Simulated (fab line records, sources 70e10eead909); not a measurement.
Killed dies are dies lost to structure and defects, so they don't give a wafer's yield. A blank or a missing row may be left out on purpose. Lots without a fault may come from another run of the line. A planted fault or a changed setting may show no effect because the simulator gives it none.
Chamber matching | flow nand_harc | NHARC_P_BONDPAD_STRIP_15 on rie_diel-05: 4 sister chambers
The step strips in O2. 22 wafers are shown with their chamber, then 10 later ones without.

WAFERS WITH THEIR CHAMBER
wafer  | chamber | showerhead_plenum_p_Torr (Torr) | drypump_motor_current_A (A) | rf_vpp_V (V)
L074.2 | 3       | 3.65                            | 6.4                         | 59.2
L074.4 | 2       | 3.57                            | 6.2                         | 58.2
L074.6 | 0       | 3.47                            | 5.8                         | 57.7
L077.1 | 2       | 3.57                            | 6.2                         | 58.5
L077.3 | 3       | 3.65                            | 6.4                         | 56.8
L077.5 | 3       | 3.65                            | 6.3                         | 58.7
L079.1 | 1       | 3.31                            | 6.0                         | 56.4
L079.2 | 3       | 3.65                            | 6.4                         | 57.5
L079.3 | 0       | 3.47                            | 5.8                         | 58.0
L083.2 | 3       | 3.65                            | 6.4                         | 56.7
L083.3 | 3       | 3.65                            | 6.4                         | 57.3
L083.4 | 0       | 3.47                            | 5.8                         | 56.6
L087.2 | 0       | 3.47                            | 5.9                         | 58.3
L087.3 | 3       | 3.65                            | 6.3                         | 59.7
L087.5 | 3       | 3.65                            | 6.4                         | 58.1
L093.2 | 0       | 3.47                            | 5.8                         | 58.1
L093.6 | 1       | 3.30                            | 5.9                         | 56.7
L094.1 | 0       | 3.47                            | 5.8                         | 56.6
L094.3 | 2       | 3.56                            | 6.2                         | 57.9
L094.5 | 3       | 3.65                            | 6.4                         | 58.4
L091.4 | 0       | 3.47                            | 5.8                         | 56.9
L091.5 | 3       | 3.65                            | 6.4                         | 58.2

SIGNATURES (means of the wafers above)
reading                  | chamber 0 | chamber 1 | chamber 2 | chamber 3 | scatter within a chamber
showerhead_plenum_p_Torr | 3.4700    | 3.3050    | 3.5667    | 3.6500    | 0.00255
drypump_motor_current_A  | 5.814     | 5.950     | 6.200     | 6.380     | 0.0405
rf_vpp_V                 | 57.457    | 56.550    | 58.200    | 58.060    | 0.828
Rule: a wafer's distance from a chamber is the root of the sum, over the readings, of the square of ((its reading less the chamber's mean) divided by the reading's scatter). The wafer belongs to the nearest chamber; if the next one is less than 2 further off, it can't be placed. The scatter: the root of (the sum of the squares of (reading less its chamber's mean) over the shown wafers, divided by (wafers less chambers)).

WAFERS WITHOUT THEIR CHAMBER
wafer  | showerhead_plenum_p_Torr (Torr) | drypump_motor_current_A (A) | rf_vpp_V (V)
L091.6 | 3.56                            | 6.2                         | 58.5
L092.1 | 3.47                            | 5.8                         | 58.8
L092.2 | 3.30                            | 5.9                         | 57.7
L092.6 | 3.30                            | 6.0                         | 56.3
L095.2 | 3.56                            | 6.2                         | 56.7
L095.3 | 3.30                            | 6.0                         | 57.4
L095.4 | 3.30                            | 6.0                         | 58.6
L097.2 | 3.46                            | 5.8                         | 59.2
L097.3 | 3.56                            | 6.2                         | 59.5
L097.6 | 3.46                            | 5.8                         | 57.3

WHICH CHAMBER EACH WENT THROUGH
wafer  | from the rows above | in truth
L091.6 | 2                   | 2
L092.1 | 0                   | 0
L092.2 | 1                   | 1
L092.6 | 1                   | 1
L095.2 | 2                   | 2
L095.3 | 1                   | 1
L095.4 | 1                   | 1
L097.2 | 0                   | 0
L097.3 | 2                   | 2
L097.6 | 0                   | 0
Placed correctly: 10 of 10. Can't be placed from these rows: 0. Placed wrongly: 0.
